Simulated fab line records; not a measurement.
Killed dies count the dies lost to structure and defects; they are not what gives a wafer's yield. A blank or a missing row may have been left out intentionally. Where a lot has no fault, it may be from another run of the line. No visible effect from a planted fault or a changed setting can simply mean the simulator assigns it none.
fab line records	flow n5Finfet
record: lots: 5	wafers: 15	lastDay: 17
route steps=1938 shown FIN_CUT@175 STI_FIN_REVEAL@183 BEOL_M4@1111 PASSIVATION@1936
lots untouched by any fault: they come from a run of this same line in which no faults occurred
startH: the number of hours between the record's first day and the start of the first shown wafer of the lot	waitH: hours elapsed since this lot's preceding step	" repeats the value in the row above	L1.1+2: one row covering several wafers at once	- either no value or no given start	* or withheld: withheld	< > ~ a bound
route shown NAME@n: names a module that has steps shown in the file, with the first one's number in the route	usual: the fault-free wafers' mean and standard deviation	same: alike in all rows	chamber/n: place in a boat	sites: the reading at each site	_std_site: the values' standard deviation	_edge_site: mean of outer sites minus mean of inner sites	radiusMm: for every site, how far away it sits from the centre of the wafer	mask NAME#n: copy n	behind: the tool/chamber that last shaped the wafer	hold: cause of the lot's hold/its duration in hours/its outcome	device: whichever transistor did not switch (one of n, p or np)	end of line: the same wafers' tests at the end of the route	step lacking rows: just its recipe	killed: count of dies lost to structure and defects at first sort (not the wafer's yield)	map: a wafer's dies, x killed, . not, _ none there
set.NAME: the run value of the setting; set.NAME@STEP: its run value at that earlier step	model.NAME: the simulator's own value behind a step, which no gauge read
lots at selected steps of the route; one table per step, one row per wafer
services: when a tool's chamber went out of use (startH, in hours from the record's first day, below 0 if earlier), for how many hours, and the reason
== steps ==
step: N5_FIN_CUT_PRECLEAN_35
recipe: timeS: 13.3	tempC: 45	pressureTorr: 125	pHfTorr: 3	pCoreactantTorr: 25	chemistry: vHF
step: N5_FIN_CUT_CUT_ETCH_15
recipe: chemistry: HBr/Cl2/O2	target: Si	targetDepthA: 1000	btTimeS: 10	maskMaterial: SOC	timeS: 42.4	ionEnergyEv: *	biasW: *	pressureMtorr: 10	icpW: 800	HBr_flow_sccm: 150	Cl2_flow_sccm: 80	O2_flow_sccm: 12
step: N5_FIN_CUT_CUT_ETCH_28
recipe: chemistry: HBr/Cl2/O2	target: Si	targetDepthA: 60	maskMaterial: SOC	timeS: 2.4	ionEnergyEv: *	biasW: *	pressureMtorr: 10	icpW: 800	HBr_flow_sccm: 150	Cl2_flow_sccm: 80	O2_flow_sccm: 12
step: N5_FIN_CUT_STRIP_22
recipe: chemistry: N2/H2	powerW: 500	tempC: 40	pressureMtorr: 50	rfFrequencyHz: 6e+07	overashFraction: 0.3	biasPowerW: 8	h2Frac: 0.5	n2FlowSccm: 300	h2FlowSccm: 300
step: N5_FIN_CUT_PRECLEAN_36
recipe: chemistry: O3/DIW	timeS: 60	tempC: 22	o3Ppm: 10
step: N5_FIN_CUT_SRD_32
recipe: dry: ipaMarangoni	timeS: 30	tempC: 23	rinseLiquid: diw
step: N5_FIN_CUT_UV_OZONE_34
recipe: timeS: 120	pressureTorr: 760	tempC: 25
step: N5_STI_FIN_REVEAL_ALD_00
recipe: material: SiO2	targetThkA: 10	tempC: 300	aldPrecursorFamily: BDEAS	aldCoReactant: O2-plasma	pulseTimeS: 1	pressureTorr: 2
step: N5_STI_FIN_REVEAL_ALD_14
recipe: material: Si3N4	targetThkA: 30	tempC: 400	aldPrecursorFamily: SiH2I2	aldCoReactant: N2/H2-plasma	pressureTorr: 2
step: N5_STI_FIN_REVEAL_FCVD_FILL_01
recipe: material: SiO2_flowable	targetThkA: 3120	tempC: 100	pressureTorr: 0.8	rfW: 2000	timeS: 512.2
step: N5_STI_FIN_REVEAL_DENSIFY_02
recipe: tempC: 650	ambient: steam	timeS: 1800	idleTempC: 400	densificationPH2oTorr: 640
step: N5_STI_FIN_REVEAL_CMP_04
recipe: stopOn: Si3N4	tOverpolishS: 4	downForcePsi: 2	platenRpm: 54.18	postCmpClean: alkalineBrush	padVelocityMS: 1.078	targetThkNm: 131.83
usual: edgeZonePressureFrac: 1.000/0.0049	headPressurePsi: 2.000/0.0046	motorCurrentA: 8.2/0.69	overpolishRunS: 4.000/0.0093	timeToEndpointS: 107/4.4
lot.wafer	tool	chamber	startH	waitH	edgeZonePressureFrac	headPressurePsi	motorCurrentA	overpolishRunS	timeToEndpointS	model.SiO2_flowable_of_STI_FIN_REVEAL_FCVD_FILL_01.thkNm
L716.1	cmp-01	3	51.48	0.1	1.000	2.000	8.1	3.992	103	131.8
L716.4	"	0	"	"	1.000	2.001	7.4	4.005	99	133
L716.2	"	1	"	"	0.994	1.999	7.3	3.994	102	132.6
L726.3	cmp-03	1	115.75	0.1	-	-	-	-	-	313.6
L726.2	"	3	"	"	-	-	-	-	-	315.4
L726.6	"	2	"	"	-	-	-	-	-	313.4
L727.4	cmp-03	3	118.83	0.1	-	-	-	-	-	303.4
L727.1	"	0	"	"	-	-	-	-	-	309.6
L727.3	"	1	"	"	-	-	-	-	-	309.8
L728.3	cmp-01	1	125.84	0.1	-	-	-	-	-	311.8
L728.2	"	2	"	"	-	-	-	-	-	305.6
L728.1	"	3	"	"	-	-	-	-	-	314.2
L732.3	cmp-01	1	147.70	0.1	0.995	1.998	7.7	3.999	111	132.8
L732.2	"	3	"	"	1.010	2.004	8.2	4.008	112	132.8
L732.6	"	0	"	"	0.999	1.999	7.8	3.993	108	132
step: N5_STI_FIN_REVEAL_THK_MEAS_05
usual: thkNm: 132.5/1.2
lot.wafer	tool	chamber	startH	waitH	thkNm
L716.1	filmMetro-02	-	51.73	-	131.7
L716.2	"	-	"	"	132.5
L716.4	"	-	"	"	132.8
L726.2	filmMetro-01	-	116.04	0.2	315.3
L726.3	"	-	"	"	313.6
L726.6	"	-	"	"	313.4
L727.1	filmMetro-02	-	119.08	0.2	310.0
L727.3	"	-	"	"	309.6
L727.4	"	-	"	"	303.5
L728.1	filmMetro-01	-	126.10	0.1	314.4
L728.2	"	-	"	"	305.7
L728.3	"	-	"	"	311.7
L732.2	filmMetro-01	-	147.96	-	133.6
L732.3	"	-	"	"	133.0
L732.6	"	-	"	"	134.4
step: N5_STI_FIN_REVEAL_DENSIFY_30
recipe: tempC: *	timeS: *	ambient: N2	idleTempC: 600	rampUpCPerS: 150	rampDownCPerS: 60	coolToC: 600
step: N5_STI_FIN_REVEAL_ETCHBACK_08
recipe: chemistry: C4F6/O2	target: SiO2	targetDepthA: 305	timeS: 10.167	ionEnergyEv: 250	pressureMtorr: 30	sourceW: 345	biasW: 185	Ar_flow_sccm: 300	C4F6_flow_sccm: 10	O2_flow_sccm: 10
usual: C4F6_flow_sccm: 9.994/0.029	biasW: 185.0/0.57	drypumpMotorCurrentA: 5.9/0.41	oesProductAu: 0.75/0.072	rfFwdPowerW: 340.6/1.8	rfVppV: 664/14	showerheadPlenumPTorr: 2.85/0.09	throttleValvePct: 21.17/0.16
same: timeS: 10.167
lot.wafer	tool	chamber	startH	waitH	C4F6_flow_sccm	biasW	drypumpMotorCurrentA	oesProductAu	rfFwdPowerW	rfHoursCounterH	rfVppV	showerheadPlenumPTorr	throttleValvePct
L716.1	rieDiel-03	2	51.98	0.2	9.988	184.7	5.5	0.70	342.1	198	649	2.82	21.13
L716.2	"	3	"	"	9.951	184.6	5.9	0.75	341.5	156	648	2.85	20.87
L716.4	"	0	"	"	9.976	184.8	6.3	0.70	339.2	198	662	2.81	21.19
L726.2	rieDiel-03	3	116.48	0.2	10.033	185.2	6.0	1.22	341.7	175	648	2.85	21.36
L726.3	"	2	"	"	9.945	185.7	5.5	1.12	340.7	220	649	2.81	21.58
L726.6	"	0	"	"	10.007	185.3	6.3	1.12	338.7	-	660	2.80	21.62
L727.1	rieDiel-03	1	119.32	0.2	10.015	185.3	6.3	1.28	340.6	99	648	2.88	21.64
L727.3	"	2	"	"	10.014	184.9	5.4	1.11	341.0	221	648	2.81	21.59
L727.4	"	0	"	"	9.989	184.8	6.3	1.09	341.0	218	660	2.80	21.62
L728.1	rieDiel-03	0	126.53	0.2	9.991	185.0	6.3	1.11	337.8	219	658	2.80	21.63
L728.2	"	3	"	"	9.980	184.6	5.9	1.21	340.1	177	648	2.84	21.37
L728.3	"	2	"	"	10.032	185.0	5.5	1.11	339.1	222	649	2.81	21.60
L732.2	rieDiel-05	3	148.27	0.2	9.976	184.8	6.5	0.72	341.8	194	673	2.95	21.45
L732.3	"	0	"	"	9.944	184.8	5.8	0.71	341.5	211	667	2.93	21.04
L732.6	"	0	"	"	9.985	185.4	5.8	0.71	341.7	-	669	2.93	21.03
step: N5_STI_FIN_REVEAL_STRIP_24
recipe: chemistry: N2/H2	timeS: 90	powerW: 100	tempC: 40	pressureMtorr: 100	rfFrequencyHz: 6e+07	biasPowerW: 3	n2FlowSccm: 300	h2FlowSccm: 300
step: N5_STI_FIN_REVEAL_PRECLEAN_25
recipe: chemistry: SPM	timeS: 90	tempC: 120	mix: 4:1
step: N5_STI_FIN_REVEAL_PRECLEAN_26
recipe: chemistry: SC1	timeS: 45	tempC: 46	mix: 1:2:100
step: N5_STI_FIN_REVEAL_PRECLEAN_29
recipe: chemistry: DHF	timeS: 30	tempC: 25	dilution: 300:1
step: N5_STI_FIN_REVEAL_SRD_12
recipe: timeS: 30	tempC: 23	rinseLiquid: diw	dry: ipaMarangoni
step: N5_STI_FIN_REVEAL_RECESS_09
recipe: chemistry: HF/NH3	target: SiO2	afsCycles: 11	targetDepthA: 425	tempC: 30	sublimationTempC: 180	sublimationTimeS: 60
step: N5_STI_FIN_REVEAL_STRIP_16
recipe: chemistry: H3PO4	material: SiNx	tempC: 165	targetDepthA: 238	overetchFraction: 0.4964	dry: ipaMarangoni
step: N5_STI_FIN_REVEAL_PRECLEAN_17
recipe: chemistry: NF3:NH3	afsCycles: 1	tempC: 30	timeS: 20	sublimationTempC: 180	sublimationTimeS: 60	pressureTorr: 3	rfPowerW: 30
step: N5_STI_FIN_REVEAL_ETCH_34
recipe: chemistry: H2	mode: isotropic	material: Si	target: Si	targetDepthA: 9.7	tempC: 20	pressureMtorr: 4.5	icpW: 300	biasW: 0	h2FlowSccm: 7.5	heFlowSccm: 142.5
step: N5_STI_FIN_REVEAL_OXIDATION_31
recipe: chemistry: O2_PLASMA_REMOTE	tempC: 150	timeS: 20	pressureMtorr: 1000	sourcePowerW: 2000	o2FlowSccm: 3000
step: N5_STI_FIN_REVEAL_PRECLEAN_32
recipe: chemistry: NF3:NH3	afsCycles: 1	tempC: 30	timeS: 20	sublimationTempC: 180	sublimationTimeS: 60	pressureTorr: 3	rfPowerW: 30
step: N5_STI_FIN_REVEAL_STRIP_35
recipe: chemistry: H3PO4	material: Si3N4	tempC: 165	targetDepthA: 40	timeS: 39
step: N5_STI_FIN_REVEAL_SRD_21
recipe: dry: ipaMarangoni	timeS: 30	tempC: 23	rinseLiquid: diw
step: N5_STI_FIN_REVEAL_OXIDATION_33
recipe: chemistry: O2_PLASMA_REMOTE	tempC: 150	timeS: 20	pressureMtorr: 1000	sourcePowerW: 2000	o2FlowSccm: 3000
step: N5_STI_FIN_REVEAL_CLEAN_19
recipe: chemistry: O3/DIW	tempC: 25	timeS: 120	o3Ppm: 10
step: N5_STI_FIN_REVEAL_SRD_23
recipe: dry: ipaMarangoni	timeS: 30	tempC: 23	rinseLiquid: diw
step: N5_STI_FIN_REVEAL_PRECLEAN_18
recipe: chemistry: SC2	timeS: 45	tempC: 35	mix: 1:1:50
step: N5_STI_FIN_REVEAL_SRD_28
recipe: dry: ipaMarangoni	timeS: 30	tempC: 23	rinseLiquid: diw
step: N5_STI_FIN_REVEAL_INSPECT_13
recipe: inspectInstrument: darkfield	mode: postClean
usual: rawDefectCount: 12/5.2
lot.wafer	tool	chamber	startH	waitH	rawDefectCount
L716.1	defectInspect-02	-	55.04	0.0	14
L716.2	"	-	"	"	14
L716.4	"	-	"	"	14
L726.2	defectInspect-02	-	119.52	0.0	95
L726.3	"	-	"	"	100
L726.6	"	-	"	"	107
L727.1	defectInspect-01	-	122.36	0.0	114
L727.3	"	-	"	"	97
L727.4	"	-	"	"	91
L728.1	defectInspect-02	-	129.58	0.0	95
L728.2	"	-	"	"	76
L728.3	"	-	"	"	112
L732.2	defectInspect-02	-	151.33	0.0	13
L732.3	"	-	"	"	10
L732.6	"	-	"	"	12
step: N5_BEOL_M4_RC_MEAS_101
usual: DIBL_N: 35.9/1.8	DIBL_P: 36.2/2	IOFF_N: 0.16/0.031	IOFF_P: 0.22/0.041	ION_N: 676/11	ION_P: 465/8.5	SS_N: 71.4/0.64	SS_P: 73.2/0.7	VT_N: 250/3.5	VT_P: -250/3.9
lot.wafer	tool	chamber	startH	waitH	DIBL_N[mV/V]	DIBL_P[mV/V]	IOFF_N[nA/um]	IOFF_P[nA/um]	ION_N[uA/um]	ION_P[uA/um]	SS_N[mV/dec]	SS_P[mV/dec]	VT_N[mV]	VT_P[mV]
L716.1	prober-02	0	188.71	0.0	34.4	35.2	0.13	0.18	674	464	71.2	72.7	254	-251
L716.2	"	0	"	"	30.5	31.1	0.08	0.13	646	454	70.4	71.8	260	-251
L716.4	"	0	"	"	35.5	37.5	0.16	0.21	665	466	71.9	74.1	251	-247
L732.2	prober-01	0	290.82	0.2	35.4	36.4	0.14	0.21	672	464	72.2	72.8	253	-250
L732.3	"	0	"	"	37.2	38.7	0.18	0.26	674	469	72.0	74.0	250	-249
L732.6	"	0	"	"	37.8	38.9	0.17	0.27	671	467	71.5	73.6	250	-249
step: N5_PASSIVATION_PROBE_49
usual: defectLimitedYield: 91.3/1.3	killed_at_M0_to_M3: 35/9.3	killed_at_M4_up: 14/5.2	killedAtContacts: 12/5.9	killedAtFrontEnd: 38/11	killedAtOther: 4/3.7	killedDies: 103/15	killedOnRim: 14/4	killedOpen: 67/12	killedShort: 34/8	sort_bin_5_function: 5.1/0.88	sort_bin_6_memory: 3.3/0.65	sort_bin_8_speed: 0.00/0.03	sortNPass: 1077/15	sortYieldPct: 91.3/1.3
same: grossDies: 1180	killedAtBackSide: 0	sort_bin_4_leakage[%]: 0
lot.wafer	tool	chamber	startH	waitH	defectLimitedYield[%]	killed_at_M0_to_M3	killed_at_M4_up	killedAtContacts	killedAtFrontEnd	killedAtOther	killedDies	killedOnRim	killedOpen	killedShort	sort_bin_5_function[%]	sort_bin_6_memory[%]	sort_bin_8_speed[%]	sortNPass	sortYieldPct[%]
L716.1	prober-02	-	302.61	0.0	90.4	45	14	23	31	0	113	14	76	37	5.3	3.8	0	1067	90.4
L716.2	prober-02	-	302.66	0.1	90.7	38	12	11	49	0	110	16	67	41	5.6	3.4	0.34	1066	90.3
L716.4	prober-02	-	302.76	0.2	91.4	29	23	6	44	0	102	9	67	32	4.9	3.4	0	1078	91.4
L727.1	prober-02	-	380.60	0.0	0	20	15	9	1136	0	1180	152	49	29	97.3	2.5	0	0	0
L727.3	prober-02	-	380.70	0.1	0	30	10	9	1125	6	1180	152	46	21	97.5	2.5	0	0	0
L727.4	prober-02	-	380.75	0.2	0	46	24	12	1096	2	1180	152	65	44	96.6	3.3	0	0	0
L726.2	prober-01	-	380.65	0.1	0	28	5	2	1142	3	1180	152	63	18	96.7	3.1	0	0	0
L726.3	prober-01	-	380.70	0.1	0	41	12	8	1117	2	1180	152	71	36	96.2	3.4	0	0	0
L726.6	prober-01	-	380.85	0.3	0	39	13	5	1120	3	1180	152	86	33	94.8	4.8	0	0	0
L728.1	prober-02	-	380.90	0.3	0	43	19	7	1109	2	1180	152	71	36	96.5	3.3	0	0	0
L728.2	prober-02	-	380.95	0.4	0	33	11	8	1126	2	1180	152	58	27	96.9	3.0	0	0	0
L728.3	prober-02	-	381.00	0.4	0	32	16	3	1125	4	1180	152	63	20	96.9	3.1	0	0	0
L732.2	prober-02	-	399.68	0.6	92.0	32	11	5	40	6	94	8	56	38	4.7	3.1	0	1086	92.0
L732.3	prober-02	-	399.73	0.7	93.2	26	16	8	27	3	80	8	50	30	4.4	2.1	0	1100	93.2
L732.6	prober-02	-	399.88	0.8	93.3	26	15	9	29	0	79	13	51	27	3.8	2.6	0	1101	93.3
killed by level:class
L716.1 MOL_CONTACT_COAG:geometricParticle:open=21 FIN_SAQP:geometricParticle:short=9 BEOL_M1:geometricParticle:open=8 BEOL_M2:geometricParticle:open=8 BEOL_M3:geometricParticle:open=8 FIN_SAQP:geometricParticle:open=7 DUMMY_GATE:geometricParticle:open=7 BEOL_M0_SAQP:geometricParticle:short=7
L716.2 BEOL_M3:geometricParticle:open=9 FIN_SAQP:geometricParticle:short=8 DUMMY_GATE:geometricParticle:open=8 MOL_CONTACT_COAG:geometricParticle:open=8 STI_FIN_REVEAL:geometricParticle:open=7 FIN_SAQP:geometricParticle:open=6 GATE_CUT:geometricParticle:short=6 BEOL_M0_SAQP:geometricParticle:short=6
L716.4 BEOL_M4:geometricParticle:open=12 FIN_SAQP:geometricParticle:short=9 BEOL_M2:geometricParticle:open=9 FIN_SAQP:geometricParticle:open=8 BEOL_M1:geometricParticle:open=6 GATE_CUT:geometricParticle:open=5 MOL_CONTACT_COAG:geometricParticle:open=5 BEOL_M3:geometricParticle:open=5
L727.1 STI_FIN_REVEAL:areaCmp=1102 STI_FIN_REVEAL:geometricParticle:open=8 BEOL_M0_SAQP:geometricParticle:short=8 MOL_CONTACT_COAG:geometricParticle:open=7 GATE_CUT:geometricParticle:short=6 BEOL_M4:geometricParticle:open=5 FIN_SAQP:geometricParticle:short=4 FIN_SAQP:geometricParticle:open=4
L726.2 STI_FIN_REVEAL:areaCmp=1099 DUMMY_GATE:geometricParticle:open=11 FIN_SAQP:geometricParticle:open=9 STI_FIN_REVEAL:geometricParticle:open=9 BEOL_M3:geometricParticle:open=8 BEOL_M2:geometricParticle:open=6 BEOL_M1:geometricParticle:open=4 ILD0:geometricParticle:open=3
L726.3 STI_FIN_REVEAL:areaCmp=1073 BEOL_M2:geometricParticle:open=13 BEOL_M0_SAQP:geometricParticle:short=11 FIN_SAQP:geometricParticle:open=8 STI_FIN_REVEAL:geometricParticle:open=7 MOL_CONTACT_COAG:geometricParticle:open=7 BEOL_M1:geometricParticle:open=7 FIN_SAQP:geometricParticle:short=6
L727.3 STI_FIN_REVEAL:areaCmp=1111 BEOL_M0_SAQP:geometricParticle:short=7 STI_FIN_REVEAL:geometricParticle:open=6 MOL_CONTACT_COAG:geometricParticle:open=6 BEOL_M0_SAQP:geometricParticle:open=6 BEOL_M1:geometricParticle:open=6 BEOL_M2:geometricParticle:open=6 FIN_SAQP:geometricParticle:short=4
L727.4 STI_FIN_REVEAL:areaCmp=1070 BEOL_M0_SAQP:geometricParticle:open=18 BEOL_M0_SAQP:geometricParticle:short=14 FIN_SAQP:geometricParticle:short=7 MOL_CONTACT_COAG:geometricParticle:open=7 BEOL_M4:geometricParticle:open=6 MOL_CONTACT_COAG:geometricParticle:short=5 BEOL_M3:geometricParticle:open=4
L726.6 STI_FIN_REVEAL:areaCmp=1061 STI_FIN_REVEAL:geometricParticle:open=20 BEOL_M3:geometricParticle:open=16 BEOL_M2:geometricParticle:open=11 BEOL_M4:geometricParticle:open=8 FIN_SAQP:geometricParticle:short=7 FIN_SAQP:geometricParticle:open=6 DUMMY_GATE:geometricParticle:open=6
L728.1 STI_FIN_REVEAL:areaCmp=1070 STI_FIN_REVEAL:geometricParticle:open=10 BEOL_M3:geometricParticle:open=9 DUMMY_GATE:geometricParticle:open=8 BEOL_M2:geometricParticle:open=8 BEOL_M0_SAQP:geometricParticle:short=7 BEOL_M1:geometricParticle:open=7 FIN_SAQP:geometricParticle:open=6
L728.2 STI_FIN_REVEAL:areaCmp=1094 BEOL_M3:geometricParticle:open=10 MOL_CONTACT_COAG:geometricParticle:open=6 BEOL_M1:geometricParticle:open=6 FIN_SAQP:geometricParticle:open=5 DUMMY_GATE:geometricParticle:open=5 BEOL_M2:geometricParticle:open=5 FIN_SAQP:geometricParticle:short=4
L728.3 STI_FIN_REVEAL:areaCmp=1095 BEOL_M3:geometricParticle:open=11 BEOL_M1:geometricParticle:open=8 FIN_SAQP:geometricParticle:short=6 FIN_SAQP:geometricParticle:open=6 DUMMY_GATE:geometricParticle:open=6 BEOL_M5:geometricParticle:open=5 STI_FIN_REVEAL:geometricParticle:open=4
L732.2 FIN_SAQP:geometricParticle:open=12 BEOL_M0:geometricParticle:open=7 FIN_SAQP:geometricParticle:short=6 BEOL_M0_SAQP:geometricParticle:short=6 GATE_CUT:geometricParticle:open=5 BEOL_M3:geometricParticle:open=5 STI_FIN_REVEAL:geometricParticle:open=4 ILD0:geometricParticle:short=4
L732.3 BEOL_M0_SAQP:geometricParticle:short=8 MOL_CONTACT_COAG:geometricParticle:open=7 BEOL_M4:geometricParticle:open=7 DUMMY_GATE:geometricParticle:open=5 GATE_CUT:geometricParticle:short=5 BEOL_M2:geometricParticle:open=5 FIN_SAQP:geometricParticle:short=4 FIN_SAQP:geometricParticle:open=4
L732.6 MOL_CONTACT_COAG:geometricParticle:open=8 FIN_SAQP:geometricParticle:short=7 BEOL_M3:geometricParticle:open=7 BEOL_M4:geometricParticle:open=7 BEOL_M0_SAQP:geometricParticle:open=6 BEOL_M0_SAQP:geometricParticle:short=5 STI_FIN_REVEAL:geometricParticle:open=4 BEOL_M2:geometricParticle:open=4
map L726.2 (x killed, . not)
_________________xxxxxxxxxxxx________________
______________xxxxxxxxxxxxxxxxxx_____________
___________xxxxxxxxxxxxxxxxxxxxxxxx__________
__________xxxxxxxxxxxxxxxxxxxxxxxxxx_________
________xxxxxxxxxxxxxxxxxxxxxxxxxxxxxx_______
_______xxxxxxxxxxxxxxxxxxxxxxxxxxxxxxxx______
______xxxxxxxxxxxxxxxxxxxxxxxxxxxxxxxxxx_____
_____xxxxxxxxxxxxxxxxxxxxxxxxxxxxxxxxxxxx____
____xxxxxxxxxxxxxxxxxxxxxxxxxxxxxxxxxxxxxx___
___xxxxxxxxxxxxxxxxxxxxxxxxxxxxxxxxxxxxxxxx__
___xxxxxxxxxxxxxxxxxxxxxxxxxxxxxxxxxxxxxxxx__
__xxxxxxxxxxxxxxxxxxxxxxxxxxxxxxxxxxxxxxxxxx_
__xxxxxxxxxxxxxxxxxxxxxxxxxxxxxxxxxxxxxxxxxx_
_xxxxxxxxxxxxxxxxxxxxxxxxxxxxxxxxxxxxxxxxxxxx
_xxxxxxxxxxxxxxxxxxxxxxxxxxxxxxxxxxxxxxxxxxxx
_xxxxxxxxxxxxxxxxxxxxxxxxxxxxxxxxxxxxxxxxxxxx
_xxxxxxxxxxxxxxxxxxxxxxxxxxxxxxxxxxxxxxxxxxxx
_xxxxxxxxxxxxxxxxxxxxxxxxxxxxxxxxxxxxxxxxxxxx
_xxxxxxxxxxxxxxxxxxxxxxxxxxxxxxxxxxxxxxxxxxxx
_xxxxxxxxxxxxxxxxxxxxxxxxxxxxxxxxxxxxxxxxxxxx
_xxxxxxxxxxxxxxxxxxxxxxxxxxxxxxxxxxxxxxxxxxxx
__xxxxxxxxxxxxxxxxxxxxxxxxxxxxxxxxxxxxxxxxxx_
__xxxxxxxxxxxxxxxxxxxxxxxxxxxxxxxxxxxxxxxxxx_
___xxxxxxxxxxxxxxxxxxxxxxxxxxxxxxxxxxxxxxxx__
___xxxxxxxxxxxxxxxxxxxxxxxxxxxxxxxxxxxxxxxx__
____xxxxxxxxxxxxxxxxxxxxxxxxxxxxxxxxxxxxxx___
_____xxxxxxxxxxxxxxxxxxxxxxxxxxxxxxxxxxxx____
______xxxxxxxxxxxxxxxxxxxxxxxxxxxxxxxxxx_____
_______xxxxxxxxxxxxxxxxxxxxxxxxxxxxxxxx______
________xxxxxxxxxxxxxxxxxxxxxxxxxxxxxx_______
__________xxxxxxxxxxxxxxxxxxxxxxxxxx_________
___________xxxxxxxxxxxxxxxxxxxxxxxx__________
______________xxxxxxxxxxxxxxxxxx_____________
_________________xxxxxxxxxxxx________________
map L727.1 (x killed, . not)
_________________xxxxxxxxxxxx________________
______________xxxxxxxxxxxxxxxxxx_____________
___________xxxxxxxxxxxxxxxxxxxxxxxx__________
__________xxxxxxxxxxxxxxxxxxxxxxxxxx_________
________xxxxxxxxxxxxxxxxxxxxxxxxxxxxxx_______
_______xxxxxxxxxxxxxxxxxxxxxxxxxxxxxxxx______
______xxxxxxxxxxxxxxxxxxxxxxxxxxxxxxxxxx_____
_____xxxxxxxxxxxxxxxxxxxxxxxxxxxxxxxxxxxx____
____xxxxxxxxxxxxxxxxxxxxxxxxxxxxxxxxxxxxxx___
___xxxxxxxxxxxxxxxxxxxxxxxxxxxxxxxxxxxxxxxx__
___xxxxxxxxxxxxxxxxxxxxxxxxxxxxxxxxxxxxxxxx__
__xxxxxxxxxxxxxxxxxxxxxxxxxxxxxxxxxxxxxxxxxx_
__xxxxxxxxxxxxxxxxxxxxxxxxxxxxxxxxxxxxxxxxxx_
_xxxxxxxxxxxxxxxxxxxxxxxxxxxxxxxxxxxxxxxxxxxx
_xxxxxxxxxxxxxxxxxxxxxxxxxxxxxxxxxxxxxxxxxxxx
_xxxxxxxxxxxxxxxxxxxxxxxxxxxxxxxxxxxxxxxxxxxx
_xxxxxxxxxxxxxxxxxxxxxxxxxxxxxxxxxxxxxxxxxxxx
_xxxxxxxxxxxxxxxxxxxxxxxxxxxxxxxxxxxxxxxxxxxx
_xxxxxxxxxxxxxxxxxxxxxxxxxxxxxxxxxxxxxxxxxxxx
_xxxxxxxxxxxxxxxxxxxxxxxxxxxxxxxxxxxxxxxxxxxx
_xxxxxxxxxxxxxxxxxxxxxxxxxxxxxxxxxxxxxxxxxxxx
__xxxxxxxxxxxxxxxxxxxxxxxxxxxxxxxxxxxxxxxxxx_
__xxxxxxxxxxxxxxxxxxxxxxxxxxxxxxxxxxxxxxxxxx_
___xxxxxxxxxxxxxxxxxxxxxxxxxxxxxxxxxxxxxxxx__
___xxxxxxxxxxxxxxxxxxxxxxxxxxxxxxxxxxxxxxxx__
____xxxxxxxxxxxxxxxxxxxxxxxxxxxxxxxxxxxxxx___
_____xxxxxxxxxxxxxxxxxxxxxxxxxxxxxxxxxxxx____
______xxxxxxxxxxxxxxxxxxxxxxxxxxxxxxxxxx_____
_______xxxxxxxxxxxxxxxxxxxxxxxxxxxxxxxx______
________xxxxxxxxxxxxxxxxxxxxxxxxxxxxxx_______
__________xxxxxxxxxxxxxxxxxxxxxxxxxx_________
___________xxxxxxxxxxxxxxxxxxxxxxxx__________
______________xxxxxxxxxxxxxxxxxx_____________
_________________xxxxxxxxxxxx________________
== services ==
tool	chamber	startH	hours	kind
cmp-03	-	38.57	4.0	pm
cmp-03	-	42.57	-	consumableReplace:conditioner
cmp-03	-	42.57	-	consumableReplace:pad
cmp-03	-	45.16	5.6	pm
cmp-01	-	66.62	1.7	repair
rieDiel-05	2	109.16	-	clean
rieDiel-05	2	109.16	-	consumableReplace:focusRing
rieDiel-05	2	109.16	22.5	scheduledDown
rieDiel-05	2	109.16	22.5	ventCycle
rieDiel-05	1	141.45	1.7	repair
cmp-01	-	145.89	1.5	repair
== key ==
firstSign: step: N5_STI_FIN_REVEAL_CMP_04	reading: toolRecord	direction: missing
effect: step: N5_STI_FIN_REVEAL_THK_MEAS_05	reading: thkNm	direction: up	sigmas: 99+	usual: *	struck: *
effect: step: N5_STI_FIN_REVEAL_ETCHBACK_08	reading: oesProductAu	direction: up	sigmas: 5.6	usual: 0.75	struck: 1.15
effect: step: N5_STI_FIN_REVEAL_INSPECT_13	reading: rawDefectCount	direction: up	sigmas: 17	usual: 12	struck: 99
effect: step: N5_PASSIVATION_PROBE_49	reading: sort_bin_5_function	direction: up	sigmas: 99+	usual: 5.1	struck: 96.6
modelEffect: step: N5_STI_FIN_REVEAL_CMP_04	value: SiO2_flowable_of_STI_FIN_REVEAL_FCVD_FILL_01.thkNm	without: 133.1	struck: 310.8
moreKillsBornAt: N5_STI_FIN_REVEAL_CMP_04@cmp-03: 6502	N5_STI_FIN_REVEAL_CMP_04@cmp-01: 3252
metAt N5_STI_FIN_REVEAL_CMP_04
struckWafers L726.2,L726.3,L726.6,L727.1,L727.3,L727.4,L728.1,L728.2,L728.3
laterRowsLeftOut L726.2,L726.3,L726.6,L727.1,L727.3,L727.4,L728.1,L728.2,L728.3
onsetBetween 51.48 115.75
fault: kind: skippedStepWhole	tool: cmp-01,cmp-03	chamber: -	onsetH: 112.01	steps: N5_STI_FIN_REVEAL_CMP_04	scope: struckLotsOnly
laterRowsLeftOut: the simulator's readings of these wafers behind a module that went badly wrong aren't trusted and aren't shown, but for the sort
